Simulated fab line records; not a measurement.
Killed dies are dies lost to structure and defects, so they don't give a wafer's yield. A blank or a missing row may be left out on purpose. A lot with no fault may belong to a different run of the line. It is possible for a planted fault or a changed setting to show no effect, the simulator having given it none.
One fault seen from 2 desks	flow n5-finfet	each desk holds nothing but its own numbers, with what lay behind them at the end

== FROM THE METROLOGY DESK ==
What the gauges read for every lot (on any tool): the sampled wafers with a number, averaged. Marked OUT: a lot whose mean sits more than 4 standard deviations from the usual mean, which makes it out of limits; the brackets give that distance. Only the readings that lie furthest out on some lot appear, 7 of the 10 it has.
Columns: A = DIBL_P at N5_BEOL_M4_RC_MEAS_101, usual 36.1 mV/V; B = IOFF_P at N5_BEOL_M4_RC_MEAS_101, usual 0.21 nA/um; C = ION_N at N5_BEOL_M4_RC_MEAS_101, usual 675 uA/um; D = ION_P at N5_BEOL_M4_RC_MEAS_101, usual 464 uA/um; E = SS_P at N5_BEOL_M4_RC_MEAS_101, usual 73.3 mV/dec; F = VT_N at N5_BEOL_M4_RC_MEAS_101, usual 249 mV; G = VT_P at N5_BEOL_M4_RC_MEAS_101, usual -250 mV
lot	first seen here	A	B	C	D	E	F	G
L818	day 7 14:54	36.8	0.20	661	460	73.1	252	-252
L820	day 8 08:42	35.0	0.21	680	468	73.1	252	-249
L830	day 11 05:29	33.6	0.16	664	452	72.6	254	-254
L833	day 11 15:29	33.8	0.18	675	463	72.9	249	-253
L834	day 12 02:38	33.7	0.19	665	461	72.8	251	-251
L837	day 12 12:51	38.9	0.23	673	463	74.5	249	-249
L838	day 12 17:18	37.8	0.28	693	479	73.5	246	-242
L839	day 13 12:38	35.6	0.18	669	456	72.8	250	-254
L840	day 13 18:02	37.5	0.31	684	478	73.8	246	-242
L841	day 14 09:27	36.4	0.23	683	470	73.1	246	-247
Result from this desk: across the 10 lots, nothing is out of limits.

== TOOL OWNER'S DESK, pvd-sputter-03 ==
The tool's own readings at N5_MOL_CONTACT_COAG_SPUTTER_130 (material Co, target thk 47.5 nm): means of the sampled wafers that have a number, for each lot that ran on this tool. Marked OUT: a lot whose mean sits more than 4 standard deviations from the usual mean, which makes it out of limits; the brackets give that distance.
Columns: A = cathode-dc-power-W at N5_MOL_CONTACT_COAG_SPUTTER_130, usual 2999.9 W; B = throttle-valve-pct at N5_MOL_CONTACT_COAG_SPUTTER_130, usual 29.5 %
lot	first seen here	A	B
L820	day 5 13:51	3000.3	31.0
L830	day 8 03:38	2918.1 (-99 or more) OUT	30.6
This desk finds L830 out of limits, L830 being first, at day 8 03:38 (cathode-dc-power-W at N5_MOL_CONTACT_COAG_SPUTTER_130). L820 stayed within limits.

== BROUGHT TOGETHER ==
At day 8 03:38, on L830, the tool owner's desk was in a position to raise an alarm.
Metrology desk: nothing out of limits seen.
The metrology desk holds a record of L830, inside its limits.
The lots listed all ran N5_MOL_CONTACT_COAG_SPUTTER_130 on pvd-sputter-03.

== WHAT HAD BEEN PUT IN BY THE SIMULATOR ==
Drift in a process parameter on pvd-sputter-03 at N5_MOL_CONTACT_COAG_SPUTTER_130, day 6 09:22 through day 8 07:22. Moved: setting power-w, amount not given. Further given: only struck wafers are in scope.
Shown lots that were struck: L830.
Each desk's first reading out of limits, in hours after the fault started: the tool owner's desk, 42.
